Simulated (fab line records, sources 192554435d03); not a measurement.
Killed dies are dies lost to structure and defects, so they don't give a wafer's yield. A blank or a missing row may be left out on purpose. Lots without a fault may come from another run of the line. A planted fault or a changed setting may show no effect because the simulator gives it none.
A struck lot beside a sound one | flow n5_finfet | 25 steps out of a route of 1938
Sound: wafers L893.2, L893.4, L893.5. Struck: wafer L907.2. (L907.1, L907.5 of the same lot were not struck and are left out.) The cause comes at the end.
At each step with rows: each side's tool, then ch and its chambers, then its first start. Under that, the readings that differ: sound wafers | struck wafers | difference of the means | sigmas: that difference in standard deviations of wafers without a fault.
alike: readings whose means differ by less than 2 such deviations, and words and numbers that are the same on both sides. not compared: withheld readings, readings that some wafer has no value for, bounds like >300 that may hide the same value, and numbers for which the record gives no deviation and whose values overlap.
The two part at a step that has a row with sigmas, a row that says differs or no value, or rows on one side only. Numbers that don't overlap but have no deviation are shown without sigmas and don't part them. A reading that every wafer of one side lacks parts them only if that side has two wafers or more.

first, 10 steps without rows for these wafers: N5_DUMMY_GATE_SRD_26 (time 30 s); N5_DUMMY_GATE_UV_OZONE_45 (time 120 s); N5_SPACER0_ALD_07 (deposits SiNx, target thk 2 nm); N5_SPACER0_ALD_00 (deposits SiOCN, target thk 3.5 nm, pulse time 3 s, purge time 2 s); N5_SPACER0_ALD_08 (deposits SiNx, target thk 2 nm); N5_SD_EPI_N_COAT_32 (time 60 s, resist thk 350 nm); N5_SD_EPI_N_COAT_33 (time 60 s, resist thk 35 nm); N5_SD_EPI_N_COAT_03 (resist thk 150 nm); N5_SD_EPI_N_EBR_05; N5_SD_EPI_N_SOFTBAKE_04 (time 60 s).
N5_SD_EPI_N_EXPOSE_06: exposes mask SD N BLK, target cd 120 nm.
  sound on arfi_scanner-03 ch 0, day 4 08:53; struck on arfi_scanner-03 ch 0, day 7 21:21
  alike: mask
then, 2 steps without rows for these wafers: N5_SD_EPI_N_PEB_07 (peb time 60 s); N5_SD_EPI_N_DEVELOP_08 (develop time 30 s).
N5_SD_EPI_N_CD_MEAS_09: target cd 120 nm.
  sound on cd_sem-01 ch 0, day 4 09:00; struck on cd_sem-02 ch 0, day 7 21:29
  reading    | sound             | struck | difference | sigmas
  cd_nm (nm) | 118.9 120.6 120.7 | 111.7  | -8.4       | -12
N5_SD_EPI_N_DESCUM_14: chemistry O2, time 7.9 s.
  sound on rie_diel-02 ch 0,3, day 4 09:05; struck on rie_diel-02 ch 3, day 7 21:34
  reading                   | sound             | struck | difference | sigmas
  bias_power_w (W)          | 19.99 19.92 20.07 | 20.11  | +0.12      | +2
  model.SD_EPI_N.cd_nm (nm) | 118.8 120.6 120.6 | 111.6  | -8.4       |
  alike: drypump_motor_current_A, oes_product_au, rf_vpp_V, showerhead_plenum_p_Torr, temp_c, throttle_valve_pct
  not compared: rf_hours_counter_h
then, 7 steps without rows for these wafers: N5_SD_EPI_N_ETCH_34 (etches SiARC in CF4, target depth 45.5 nm, time 75.8 s); N5_SD_EPI_N_ETCH_35 (etches SOC in N2/H2, overetch 108 nm, time 486 s); N5_SD_EPI_N_STRIP_36 (strips in N2/H2); N5_SD_EPI_N_ETCHBACK_44 (etches SiNx in CH3F/O2, stops on SiO2, target depth 14.5 nm); N5_SD_EPI_N_ETCH_45 (etches SiOCN in CH3F/O2, target depth 6 nm); N5_SD_EPI_N_ETCH_16 (etches SiO2 in CHF3/O2, target depth 5 nm); N5_SD_EPI_N_STRIP_47 (strips in CHF3/O2).
N5_SD_EPI_N_SD_RECESS_17: chemistry HBr/Cl2/O2, target depth 41 nm, time 23.7 s, bt time 3 s.
  sound on rie_si-04 ch 0,1,3, day 4 09:46; struck on rie_si-05 ch 0, day 7 22:15
  reading                   | sound             | struck | difference | sigmas
  throttle_valve_pct (%)    | 37.14 37.30 37.42 | 36.73  | -0.56      | -2
  model.SD_EPI_N.cd_nm (nm) | 118.4 120.6 121.2 | 112    | -8         |
  alike: drypump_motor_current_A, mfc_cl2_sccm, oes_product_au
  not compared: rf_hours_counter_h
then, 2 steps without rows for these wafers: N5_SD_EPI_N_STRIP_38 (strips in N2/H2); N5_PASSIVATION_PROBE_49.

WHERE THEY PART
First at N5_SD_EPI_N_CD_MEAS_09; last, within this record, at N5_SD_EPI_N_SD_RECESS_17.

WHY: what the simulator had put in
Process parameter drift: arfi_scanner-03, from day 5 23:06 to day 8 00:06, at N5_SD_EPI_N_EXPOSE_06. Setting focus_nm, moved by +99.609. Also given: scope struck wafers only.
